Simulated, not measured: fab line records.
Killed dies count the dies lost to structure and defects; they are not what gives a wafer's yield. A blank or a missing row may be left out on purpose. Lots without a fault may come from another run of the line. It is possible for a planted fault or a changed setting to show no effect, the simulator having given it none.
Chamber matching | flow n5_finfet | 3 sister chambers for N5_BEOL_M3_CO_CAP_55 on cvd_co-01
The step material Co, precursor CCTBA/H2, target thk 2 nm, time 102.1 s. 6 wafers are shown with their chamber, then 12 later ones without.

== EACH WAFER AND ITS CHAMBER ==
wafer  | chamber | heater_power_w (W)
L086.5 | 0       | 223
L089.3 | 1       | 193
L089.5 | 2       | 238
L093.1 | 1       | 195
L093.2 | 2       | 233
L093.4 | 0       | 222

== WAFERS MISSING THEIR CHAMBER ==
wafer  | heater_power_w (W)
L090.1 | 223
L090.4 | 233
L090.6 | 223
L092.3 | 232
L092.5 | 231
L092.6 | 193
L091.1 | 237
L091.2 | 220
L091.6 | 226
L094.2 | 222
L094.3 | 233
L094.6 | 233

== WHICH CHAMBER EACH WENT THROUGH ==
wafer  | from the rows above     | in truth
L090.1 | 0                       | 0
L090.4 | 2                       | 2
L090.6 | 0                       | 0
L092.3 | 2                       | 2
L092.5 | can't be placed: 2 or 0 | 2
L092.6 | 1                       | 1
L091.1 | 2                       | 2
L091.2 | 0                       | 0
L091.6 | 0                       | 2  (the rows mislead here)
L094.2 | 0                       | 0
L094.3 | 2                       | 2
L094.6 | 2                       | 2
Placed correctly: 10 of 12. Can't be placed from these rows: 1 (the true chamber is among the candidates in 1). Placed wrongly: 1.
How it was worked out, from the rows above alone: a wafer's distance from a chamber is the root of the sum, over the readings, of the square of ((its reading less the chamber's mean) divided by the reading's scatter). If the next closest chamber is less than 2 further off than the closest, the wafer can't be placed; otherwise it belongs to the closest. Each chamber's mean is taken over the wafers shown for it. The scatter: the root of (the sum of the squares of (reading less its chamber's mean) over the shown wafers, divided by (wafers less chambers)).
